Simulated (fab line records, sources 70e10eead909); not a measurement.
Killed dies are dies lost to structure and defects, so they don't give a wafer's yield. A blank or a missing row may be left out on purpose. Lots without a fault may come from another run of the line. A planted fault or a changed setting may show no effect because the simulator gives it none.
Which tool did it? | flow nand_harc | 11 lots, 33 wafers sampled, at 1 step of a route of 1159

WHAT THE GAUGES READ, wafer by wafer
NHARC_P_M1_CD_MEAS_09: target cd 130 nm.
lot  | measured     | on        | cd_nm (nm)
L402 | day 6 13:04  | cd_sem-01 | 128.8 129.6 129.2
L404 | day 6 21:25  | cd_sem-01 | 130.0 130.7 129.8
L405 | day 7 04:58  | cd_sem-01 | 130.2 130.2 130.2
L406 | day 7 18:41  | cd_sem-01 | 130.1 130.0 129.4
L408 | day 7 19:50  | cd_sem-02 | 130.6 129.9 130.1
L410 | day 8 04:49  | cd_sem-01 | 129.2 129.1 128.8
L409 | day 8 05:34  | cd_sem-01 | 129.2 129.2 129.2
L411 | day 9 06:45  | cd_sem-01 | 129.8 130.2 129.8
L421 | day 11 06:46 | cd_sem-02 | 130.6 130.7 129.9
L422 | day 11 08:52 | cd_sem-02 | 129.3 129.7 128.8
L423 | day 12 01:32 | cd_sem-03 | 129.1 129.9 128.9

WHICH TOOL RAN EACH LOT (tool, then ch and the chambers of the sampled wafers, then the start)
The record holds no process step before these readings.

THE ANSWER, worked out from the rows above alone
Rule: what is usual is taken from the lots themselves. Put in order of their means at a reading, lots are off if they are a third of the lots or fewer, leave a main group of 4 or more, and stand apart from it by a gap of 3 or more times the standard deviation of the main group's means; of several such gaps the widest counts. A main group whose means are all the same, to the digits that the tables above print for the reading, isn't used. A lot without any number at a reading at which 4 lots or more have one is off too. The other lots that the step has rows for count as sound.
No lot is off at any reading shown: from this, nothing can be told.

WHAT THE SIMULATOR HAD PUT IN
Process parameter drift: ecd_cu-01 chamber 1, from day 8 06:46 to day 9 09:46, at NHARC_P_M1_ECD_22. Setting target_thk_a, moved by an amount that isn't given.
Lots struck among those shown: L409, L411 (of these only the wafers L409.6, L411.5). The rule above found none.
